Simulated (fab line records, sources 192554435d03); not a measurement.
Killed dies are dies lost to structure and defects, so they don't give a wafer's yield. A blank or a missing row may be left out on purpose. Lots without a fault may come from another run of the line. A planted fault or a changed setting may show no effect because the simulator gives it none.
A struck lot beside a sound one | flow n5_finfet | 15 steps out of a route of 1938
Sound: wafers L595.1, L595.4, L595.6. Struck: wafer L601.6. (L601.5 of the same lot was not struck and is left out.) The cause comes at the end.
At each step with rows: each side's tool, then ch and its chambers, then its first start. Under that, the readings that differ: sound wafers | struck wafers | difference of the means | sigmas: that difference in standard deviations of wafers without a fault.
alike: readings whose means differ by less than 2 such deviations, and words and numbers that are the same on both sides. not compared: withheld readings, readings that some wafer has no value for, bounds like >300 that may hide the same value, and numbers for which the record gives no deviation and whose values overlap.
The two part at a step that has a row with sigmas, a row that says differs or no value, or rows on one side only. Numbers that don't overlap but have no deviation are shown without sigmas and don't part them. A reading that every wafer of one side lacks parts them only if that side has two wafers or more.

first, 7 steps without rows for these wafers: N5_BEOL_M11_COAT_64 (time 60 s, resist thk 30 nm); N5_BEOL_M11_COAT_22 (resist thk 90 nm); N5_BEOL_M11_EBR_24; N5_BEOL_M11_SOFTBAKE_23 (time 60 s); N5_BEOL_M11_EXPOSE_25 (exposes mask V10); N5_BEOL_M11_PEB_26 (peb time 60 s); N5_BEOL_M11_DEVELOP_27 (develop time 30 s).
N5_BEOL_M11_CD_MEAS_28: target cd 70 nm.
  sound on cd_sem-02 ch 0, day 13 17:55; struck on cd_sem-03 ch 0, day 16 02:13
  alike: cd_nm
N5_BEOL_M11_OVL_MEAS_29:
  sound on overlay-02 ch 0, day 13 17:56; struck on overlay-02 ch 0, day 16 02:15
  alike: V10_OVL
N5_BEOL_M11_INSPECT_30: inspects for defects (brightfield).
  sound on defect_inspect-01, day 13 17:58; struck on defect_inspect-01, day 16 02:16
  alike: raw_defect_count
N5_BEOL_M11_DESCUM_33: chemistry O2, time 7.9 s.
  sound on rie_diel-05 ch 0,1,3, day 13 18:00; struck on rie_diel-02 ch 1, day 16 02:19
  alike: drypump_motor_current_A, o2_flow_sccm, oes_product_au, rf_vpp_V, showerhead_plenum_p_Torr, temp_c, throttle_valve_pct
  not compared: rf_hours_counter_h
N5_BEOL_M11_ETCH_65: etches SiARC in CF4, target depth 39 nm, time 65 s.
  sound on rie_diel-05 ch 0,1,3, day 13 18:02; struck on rie_diel-02 ch 1, day 16 02:22
  alike: drypump_motor_current_A, etch_rf_on_time_s, oes_product_au, rf_vpp_V, showerhead_plenum_p_Torr, throttle_valve_pct
  not compared: rf_hours_counter_h
N5_BEOL_M11_ETCH_66: etches SOC in N2/H2, target depth 120 nm, overetch 24 nm, time 180 s.
  sound on rie_diel-05 ch 0,1,3, day 13 18:05; struck on rie_diel-02 ch 1, day 16 02:26
  reading                                     | sound             | struck | difference | sigmas
  run_length_s (s)                            | 203.1 204.2 204.2 | 237.2  | +33.4      | +86
  model.SiARC_of_BEOL_M11_COAT_64.thk_nm (nm) | 22.8 23 23        | 21.8   | -1.1       |
  alike: drypump_motor_current_A, oes_product_au, rf_vpp_V, showerhead_plenum_p_Torr, temp_c, throttle_valve_pct
  not compared: rf_hours_counter_h
then, 2 steps without rows for these wafers: N5_BEOL_M11_STRIP_69 (strips in N2/H2); N5_PASSIVATION_PROBE_49.

WHERE THEY PART
Only at N5_BEOL_M11_ETCH_66, within this record.

WHY: what the simulator had put in
Process parameter drift: rie_diel-02, from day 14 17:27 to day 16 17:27, at N5_BEOL_M11_ETCH_66. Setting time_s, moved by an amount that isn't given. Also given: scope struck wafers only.
